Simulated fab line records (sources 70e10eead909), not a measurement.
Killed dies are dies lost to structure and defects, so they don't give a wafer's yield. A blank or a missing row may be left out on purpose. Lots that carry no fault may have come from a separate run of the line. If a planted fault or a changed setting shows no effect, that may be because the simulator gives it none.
Which of the tools did it? | flow nandHarc | 14 lots with 42 wafers sampled at 5 steps, on a route of 1302 steps

WHAT THE GAUGES SHOWED, per wafer
NHARC_END_SORT_01.
lot  | measured     | on        | killedAtArray | killedAtOther | killedAtPeriphery | killedDies  | killedOpen | killedShort
L176 | day 24 23:40 | prober-01 | 67 65 72      | 0 0 0         | 10 6 6            | 77 71 78    | 5 1 5      | 4 4 5
L177 | day 25 01:41 | prober-02 | 18 20 16      | 1 1 1         | 0 2 2             | 19 23 19    | 3 2 1      | 1 1 1
L178 | day 25 08:40 | prober-02 | 41 45 46      | 0 1 0         | 2 4 1             | 43 50 47    | 8 2 1      | 3 4 3
L180 | day 26 07:54 | prober-02 | 49 43 52      | 3 1 2         | 2 4 6             | 54 48 60    | 4 6 6      | 4 4 3
L181 | day 26 07:04 | prober-01 | 87 72 79      | 0 0 1         | 567 576 565       | 654 648 645 | 1 0 3      | 3 1 3
L182 | day 26 22:43 | prober-01 | 56 72 73      | 0 3 0         | 577 569 586       | 633 644 659 | 2 2 2      | 4 1 2
L183 | day 26 21:12 | prober-02 | 66 63 52      | 2 0 0         | 5 4 3             | 73 67 55    | 4 5 2      | 4 1 3
L190 | day 30 19:53 | prober-02 | 68 59 61      | 0 0 2         | 5 4 4             | 73 63 67    | 6 7 6      | 4 4 1
L192 | day 30 18:16 | prober-01 | 89 86 82      | 2 2 0         | 1 1 2             | 92 89 84    | 1 6 4      | 0 3 3
L193 | day 31 21:07 | prober-01 | 64 64 87      | 0 0 0         | 7 2 8             | 71 66 95    | 2 3 7      | 2 0 6
L196 | day 32 17:46 | prober-01 | 33 23 30      | 2 2 1         | 2 3 2             | 37 28 33    | 5 1 2      | 3 2 1
L197 | day 33 14:46 | prober-02 | 45 47 44      | 0 0 0         | 5 2 2             | 50 49 46    | 6 3 2      | 2 3 3
L198 | day 33 14:43 | prober-01 | 80 80 79      | 1 0 0         | 2 3 3             | 83 83 82    | 5 3 3      | 3 2 0
L199 | day 34 07:01 | prober-01 | 78 63 64      | 1 0 0         | 2 3 5             | 81 66 69    | 2 4 2      | 9 4 3

WHICH TOOL RAN EACH LOT (tool, then ch and the chambers of the sampled wafers, then the start)
lot  | NHARC_P_GATE_SPUTTER_78     | NHARC_THIN_TSV_ANNEAL_52        | NHARC_THIN_TSV_ETCH_59           | NHARC_THIN_TSV_ETCH_36
L176 | pvdSputter-01, day 6 01:10  | rtpAnneal-02 ch 0, day 24 12:48 | rieMetal-01 ch 0,1, day 24 14:55 | rieMetal-01 ch 0,1, day 24 15:11
L177 | pvdSputter-01, day 6 06:17  | rtpAnneal-01 ch 0, day 24 13:58 | rieMetal-02 ch 0,1, day 24 16:10 | rieMetal-02 ch 0,1, day 24 16:24
L178 | pvdSputter-01, day 6 11:49  | rtpAnneal-02 ch 0, day 24 18:45 | rieMetal-01 ch 0,1, day 24 20:58 | rieMetal-01 ch 0,1, day 24 21:14
L180 | pvdSputter-02, day 7 13:07  | rtpAnneal-02 ch 0, day 25 20:13 | rieMetal-03 ch 0,1, day 25 22:19 | rieMetal-03 ch 0,1, day 25 22:32
L181 | pvdSputter-02, day 7 17:57  | -                               | -                                | -
L182 | pvdSputter-02, day 8 10:05  | -                               | -                                | -
L183 | pvdSputter-01, day 8 10:51  | rtpAnneal-01 ch 0, day 26 07:59 | rieMetal-01 ch 0,1, day 26 10:07 | rieMetal-01 ch 0, day 26 10:23
L190 | pvdSputter-03, day 11 20:24 | rtpAnneal-01 ch 0, day 30 06:37 | rieMetal-02 ch 0,1, day 30 08:48 | rieMetal-02 ch 0,1, day 30 08:58
L192 | pvdSputter-03, day 12 11:38 | rtpAnneal-02 ch 0, day 30 07:15 | rieMetal-03 ch 0,1, day 30 09:28 | rieMetal-03 ch 0,1, day 30 09:44
L193 | pvdSputter-01, day 12 21:34 | rtpAnneal-02 ch 0, day 31 09:34 | rieMetal-01 ch 0,1, day 31 11:38 | rieMetal-01 ch 0,1, day 31 11:53
L196 | pvdSputter-03, day 14 02:46 | rtpAnneal-01 ch 0, day 32 06:39 | rieMetal-02 ch 0,1, day 32 08:55 | rieMetal-02 ch 0,1, day 32 09:09
L197 | pvdSputter-03, day 14 13:04 | rtpAnneal-02 ch 0, day 33 00:19 | rieMetal-03 ch 0,1, day 33 02:35 | rieMetal-03 ch 0,1, day 33 02:48
L198 | pvdSputter-02, day 14 17:11 | rtpAnneal-02 ch 0, day 33 05:57 | rieMetal-03 ch 0,1, day 33 08:06 | rieMetal-03 ch 0,1, day 33 08:19
L199 | pvdSputter-01, day 15 09:42 | rtpAnneal-02 ch 0, day 33 17:49 | rieMetal-02 ch 0,1, day 33 19:53 | rieMetal-02 ch 0,1, day 33 20:07
- NHARC_P_GATE_SPUTTER_78: material Ni, target thk 10 nm.
- NHARC_THIN_TSV_ANNEAL_52: time 90 s.
- NHARC_THIN_TSV_ETCH_59: etches the open film in Cl2/BCl3, target depth 880 nm, time 138.1 s.
- NHARC_THIN_TSV_ETCH_36: etches the open film in Cl2/BCl3, target depth 65 nm, time 18.571 s.

AS READ BY THE TOOLS THEMSELVES (means over the sampled wafers that have a number; for cases with no such wafer, the mark the record gives instead)
NHARC_THIN_TSV_ANNEAL_52.
lot  | tool         | wafer_temp_C_max
L176 | rtpAnneal-02 | 226.0
L177 | rtpAnneal-01 | 225.5
L178 | rtpAnneal-02 | 226.2
L180 | rtpAnneal-02 | 226.2
L183 | rtpAnneal-01 | 225.9
L190 | rtpAnneal-01 | 225.8
L192 | rtpAnneal-02 | 225.9
L193 | rtpAnneal-02 | 226.2
L196 | rtpAnneal-01 | 225.5
L197 | rtpAnneal-02 | 226.0
L198 | rtpAnneal-02 | 226.1
L199 | rtpAnneal-02 | 226.2

NHARC_THIN_TSV_ETCH_59.
lot  | tool        | drypumpMotorCurrentA (A) | oesProductAu (a.u.) | throttleValvePct (%)
L176 | rieMetal-01 | 5.1                      | 1.011               | 22.256
L177 | rieMetal-02 | 5.7                      | 0.993               | 22.263
L178 | rieMetal-01 | 5.2                      | 1.016               | 22.263
L180 | rieMetal-03 | 5.7                      | 1.006               | 22.267
L183 | rieMetal-01 | 5.1                      | 1.005               | 22.258
L190 | rieMetal-02 | 5.8                      | 0.993               | 22.263
L192 | rieMetal-03 | 5.5                      | 0.990               | 22.261
L193 | rieMetal-01 | 5.1                      | 1.018               | 22.269
L196 | rieMetal-02 | 5.7                      | 0.999               | 22.265
L197 | rieMetal-03 | 5.5                      | 0.999               | 22.262
L198 | rieMetal-03 | 5.7                      | 0.996               | 22.262
L199 | rieMetal-02 | 5.8                      | 0.997               | 22.263

NHARC_THIN_TSV_ETCH_36.
lot  | tool        | drypumpMotorCurrentA (A) | oesProductAu (a.u.)
L176 | rieMetal-01 | 5.1                      | 1.013
L177 | rieMetal-02 | 5.9                      | 0.996
L178 | rieMetal-01 | 5.2                      | 1.008
L180 | rieMetal-03 | 5.5                      | 0.993
L183 | rieMetal-01 | 5.4                      | 0.998
L190 | rieMetal-02 | 5.7                      | 1.004
L192 | rieMetal-03 | 5.7                      | 0.991
L193 | rieMetal-01 | 5.2                      | 1.007
L196 | rieMetal-02 | 5.8                      | 0.991
L197 | rieMetal-03 | 5.5                      | 0.988
L198 | rieMetal-03 | 5.5                      | 1.002
L199 | rieMetal-02 | 5.9                      | 1.001

THE ANSWER, worked out from the rows above alone
Rule: the lots themselves supply what counts as usual. The widest of any qualifying gaps counts: lots, ordered by their means at a reading, are off when they make up no more than a third of the lots, leave a main group of 4 or more, and stand apart from it by 3 or more times the standard deviation of that group's means. If all means in a main group match to the digits the tables above print for the reading, that group is not used. Also off: a lot with no number at a reading for which 4 or more lots have one. Any other lot the step has rows for is counted as sound. After the gauges, taken in route order, come the tools' own readings; for these a lot's mean is taken, as printed above. At the first step where some lot is off, the reading lying furthest off is the one used; lots without a number count as furthest.
Off at NHARC_END_SORT_01 (killedAtPeriphery): L181, L182. Main group: mean 3.5, sd 1.7.
A tool fits if, at a process step before that reading, it ran every lot that is off, and no sound lot after the first of them. Those tools and the gauges at NHARC_END_SORT_01 are tried in the same way. No candidate that was tried fits.

WHAT THE SIMULATOR PUT IN
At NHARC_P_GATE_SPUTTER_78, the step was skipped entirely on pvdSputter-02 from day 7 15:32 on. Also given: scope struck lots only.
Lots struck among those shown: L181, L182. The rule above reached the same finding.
